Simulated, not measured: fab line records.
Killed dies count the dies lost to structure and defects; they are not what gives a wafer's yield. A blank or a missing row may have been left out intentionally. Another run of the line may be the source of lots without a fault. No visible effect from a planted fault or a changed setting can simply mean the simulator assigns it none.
The tool behind it: which one? / flow nand harc / 12 lots, 36 wafers sampled, at 3 steps of a route of 1302

== WHAT EACH GAUGE READ, for each wafer ==
NHARC_A_CONTACT_INSPECT_23.
lot=L906; measured=day 24 21:59; on=defect inspect-01; raw defect count=552 582 763
lot=L909; measured=day 25 07:46; on=defect inspect-02; raw defect count=545 766 507
lot=L912; measured=day 26 05:25; on=defect inspect-02; raw defect count=397 399 472
lot=L914; measured=day 27 11:56; on=defect inspect-02; raw defect count=485 1151 541
lot=L915; measured=day 27 13:40; on=defect inspect-01; raw defect count=617 460 578
lot=L916; measured=day 28 09:55; on=defect inspect-01; raw defect count=482 457 516
lot=L920; measured=day 28 20:54; on=defect inspect-02; raw defect count=421 488 413
lot=L919; measured=day 28 22:41; on=defect inspect-02; raw defect count=315 503 461
lot=L922; measured=day 30 08:22; on=defect inspect-02; raw defect count=415 598 488
lot=L923; measured=day 31 00:58; on=defect inspect-01; raw defect count=456 586 655
lot=L925; measured=day 31 10:48; on=defect inspect-02; raw defect count=371 398 351
lot=L926; measured=day 31 13:26; on=defect inspect-01; raw defect count=579 678 671

== WHICH TOOL RAN EACH LOT (tool, then ch and the chambers of the sampled wafers, then the start) ==
lot=L906; NHARC_A_CONTACT_ETCH_88=rie diel-02 ch 0,3, day 24 12:22; NHARC_A_CONTACT_ETCH_110=rie diel-01 ch 0,1,3, day 24 18:59
lot=L909; NHARC_A_CONTACT_ETCH_88=rie diel-06 ch 0,1,3, day 25 00:07; NHARC_A_CONTACT_ETCH_110=rie diel-02 ch 1,3, day 25 04:50
lot=L912; NHARC_A_CONTACT_ETCH_88=rie diel-01 ch 0,2, day 25 23:48; NHARC_A_CONTACT_ETCH_110=rie diel-01 ch 0,2, day 26 03:13
lot=L914; NHARC_A_CONTACT_ETCH_88=rie diel-02 ch 0,3, day 27 06:23; NHARC_A_CONTACT_ETCH_110=rie diel-06 ch 0,2, day 27 09:46
lot=L915; NHARC_A_CONTACT_ETCH_88=rie diel-02 ch 0,2, day 27 08:00; NHARC_A_CONTACT_ETCH_110=rie diel-02 ch 0,2, day 27 11:30
lot=L916; NHARC_A_CONTACT_ETCH_88=rie diel-02 ch 0,1,3, day 28 04:08; NHARC_A_CONTACT_ETCH_110=rie diel-02 ch 0,2,3, day 28 07:35
lot=L920; NHARC_A_CONTACT_ETCH_88=rie diel-02 ch 0,1,3, day 28 15:20; NHARC_A_CONTACT_ETCH_110=rie diel-02 ch 0,1, day 28 18:43
lot=L919; NHARC_A_CONTACT_ETCH_88=rie diel-02 ch 0,1,3, day 28 16:58; NHARC_A_CONTACT_ETCH_110=rie diel-02 ch 1,2,3, day 28 20:26
lot=L922; NHARC_A_CONTACT_ETCH_88=rie diel-02 ch 0,2, day 30 02:35; NHARC_A_CONTACT_ETCH_110=rie diel-02 ch 0,3, day 30 06:13
lot=L923; NHARC_A_CONTACT_ETCH_88=rie diel-01 ch 0,1,3, day 30 16:07; NHARC_A_CONTACT_ETCH_110=rie diel-02 ch 1,2,3, day 30 22:49
lot=L925; NHARC_A_CONTACT_ETCH_88=rie diel-02 ch 1,2,3, day 31 05:15; NHARC_A_CONTACT_ETCH_110=rie diel-06 ch 0,1,2, day 31 08:40
lot=L926; NHARC_A_CONTACT_ETCH_88=rie diel-02 ch 2,3, day 31 07:53; NHARC_A_CONTACT_ETCH_110=rie diel-02 ch 0,2, day 31 11:17
- NHARC_A_CONTACT_ETCH_88: etches the open film in CF4, target depth 39 nm, time 65 s.
- NHARC_A_CONTACT_ETCH_110: etches the open film in CF4/O2, target depth 60 nm, overetch 6 nm, time 33 s.

== AS READ BY THE TOOLS THEMSELVES (means over the sampled wafers that have a number; for cases with no such wafer, the mark the record gives instead) ==
NHARC_A_CONTACT_ETCH_88.
lot=L906; tool=rie diel-02; bias w (W)=99.61; drypump motor current A (A)=6.0; oes product au (a.u.)=0.999; rf vpp V (V)=152.2; showerhead plenum p Torr (Torr)=1.79; throttle valve pct (%)=13.288
lot=L909; tool=rie diel-06; bias w (W)=100.02; drypump motor current A (A)=6.2; oes product au (a.u.)=1.002; rf vpp V (V)=152.2; showerhead plenum p Torr (Torr)=1.83; throttle valve pct (%)=13.279
lot=L912; tool=rie diel-01; bias w (W)=99.81; drypump motor current A (A)=5.2; oes product au (a.u.)=1.002; rf vpp V (V)=149.9; showerhead plenum p Torr (Torr)=1.72; throttle valve pct (%)=13.280
lot=L914; tool=rie diel-02; bias w (W)=100.04; drypump motor current A (A)=6.0; oes product au (a.u.)=0.991; rf vpp V (V)=151.3; showerhead plenum p Torr (Torr)=1.79; throttle valve pct (%)=13.285
lot=L915; tool=rie diel-02; bias w (W)=100.20; drypump motor current A (A)=5.9; oes product au (a.u.)=1.007; rf vpp V (V)=150.7; showerhead plenum p Torr (Torr)=1.79; throttle valve pct (%)=13.279
lot=L916; tool=rie diel-02; bias w (W)=99.88; drypump motor current A (A)=5.9; oes product au (a.u.)=1.000; rf vpp V (V)=150.7; showerhead plenum p Torr (Torr)=1.73; throttle valve pct (%)=13.276
lot=L920; tool=rie diel-02; bias w (W)=99.66; drypump motor current A (A)=5.9; oes product au (a.u.)=0.995; rf vpp V (V)=151.1; showerhead plenum p Torr (Torr)=1.73; throttle valve pct (%)=13.287
lot=L919; tool=rie diel-02; bias w (W)=100.06; drypump motor current A (A)=5.8; oes product au (a.u.)=0.993; rf vpp V (V)=150.5; showerhead plenum p Torr (Torr)=1.73; throttle valve pct (%)=13.273
lot=L922; tool=rie diel-02; bias w (W)=99.83; drypump motor current A (A)=5.9; oes product au (a.u.)=1.010; rf vpp V (V)=151.1; showerhead plenum p Torr (Torr)=1.71; throttle valve pct (%)=13.284
lot=L923; tool=rie diel-01; bias w (W)=100.01; drypump motor current A (A)=5.5; oes product au (a.u.)=0.988; rf vpp V (V)=150.8; showerhead plenum p Torr (Torr)=1.72; throttle valve pct (%)=13.283
lot=L925; tool=rie diel-02; bias w (W)=99.94; drypump motor current A (A)=5.8; oes product au (a.u.)=0.995; rf vpp V (V)=149.2; showerhead plenum p Torr (Torr)=1.65; throttle valve pct (%)=13.281
lot=L926; tool=rie diel-02; bias w (W)=99.99; drypump motor current A (A)=5.8; oes product au (a.u.)=1.003; rf vpp V (V)=150.0; showerhead plenum p Torr (Torr)=1.65; throttle valve pct (%)=13.281

NHARC_A_CONTACT_ETCH_110.
lot=L906; tool=rie diel-01; bias w (W)=99.93; drypump motor current A (A)=5.5; oes product au (a.u.)=0.993; rf vpp V (V)=196.7; showerhead plenum p Torr (Torr)=1.31; throttle valve pct (%)=13.396
lot=L909; tool=rie diel-02; bias w (W)=100.15; drypump motor current A (A)=5.7; oes product au (a.u.)=0.990; rf vpp V (V)=196.4; showerhead plenum p Torr (Torr)=1.25; throttle valve pct (%)=13.391
lot=L912; tool=rie diel-01; bias w (W)=99.86; drypump motor current A (A)=5.5; oes product au (a.u.)=1.002; rf vpp V (V)=196.8; showerhead plenum p Torr (Torr)=1.28; throttle valve pct (%)=13.402
lot=L914; tool=rie diel-06; bias w (W)=100.01; drypump motor current A (A)=5.5; oes product au (a.u.)=0.978; rf vpp V (V)=199.0; showerhead plenum p Torr (Torr)=1.38; throttle valve pct (%)=13.396
lot=L915; tool=rie diel-02; bias w (W)=100.43; drypump motor current A (A)=5.9; oes product au (a.u.)=1.004; rf vpp V (V)=198.2; showerhead plenum p Torr (Torr)=1.35; throttle valve pct (%)=13.396
lot=L916; tool=rie diel-02; bias w (W)=100.13; drypump motor current A (A)=5.9; oes product au (a.u.)=0.993; rf vpp V (V)=198.2; showerhead plenum p Torr (Torr)=1.30; throttle valve pct (%)=13.396
lot=L920; tool=rie diel-02; bias w (W)=100.07; drypump motor current A (A)=5.8; oes product au (a.u.)=0.999; rf vpp V (V)=196.9; showerhead plenum p Torr (Torr)=1.30; throttle valve pct (%)=13.385
lot=L919; tool=rie diel-02; bias w (W)=100.11; drypump motor current A (A)=5.8; oes product au (a.u.)=1.002; rf vpp V (V)=196.1; showerhead plenum p Torr (Torr)=1.25; throttle valve pct (%)=13.402
lot=L922; tool=rie diel-02; bias w (W)=99.85; drypump motor current A (A)=6.0; oes product au (a.u.)=0.991; rf vpp V (V)=198.8; showerhead plenum p Torr (Torr)=1.36; throttle valve pct (%)=13.394
lot=L923; tool=rie diel-02; bias w (W)=99.96; drypump motor current A (A)=5.8; oes product au (a.u.)=0.995; rf vpp V (V)=195.7; showerhead plenum p Torr (Torr)=1.24; throttle valve pct (%)=13.402
lot=L925; tool=rie diel-06; bias w (W)=99.94; drypump motor current A (A)=6.0; oes product au (a.u.)=0.994; rf vpp V (V)=198.6; showerhead plenum p Torr (Torr)=1.39; throttle valve pct (%)=13.405
lot=L926; tool=rie diel-02; bias w (W)=100.08; drypump motor current A (A)=5.9; oes product au (a.u.)=0.999; rf vpp V (V)=198.7; showerhead plenum p Torr (Torr)=1.34; throttle valve pct (%)=13.399

== THE ANSWER, worked out from the rows above alone ==
Rule: usual is defined by the lots themselves. Put in order of their means at a reading, lots are off if they are a third of the lots or fewer, leave a main group of 4 or more, and stand apart from it by a gap of 3 or more times the standard deviation of the main group's means; of several such gaps the widest counts. If all means in a main group match to the digits the tables above print for the reading, that group is not used. A lot without any number at a reading at which 4 lots or more have one is off too. Any other lot the step has rows for is counted as sound. Order of review: gauges by route order, followed by the tools' own readings, for which a lot's mean as printed above is used. At the first step where some lot is off, the reading lying furthest off is the one used; lots without a number count as furthest.
Across all readings shown, no lot is off: no conclusion can be drawn from this.

== WHAT HAD BEEN PUT IN BY THE SIMULATOR ==
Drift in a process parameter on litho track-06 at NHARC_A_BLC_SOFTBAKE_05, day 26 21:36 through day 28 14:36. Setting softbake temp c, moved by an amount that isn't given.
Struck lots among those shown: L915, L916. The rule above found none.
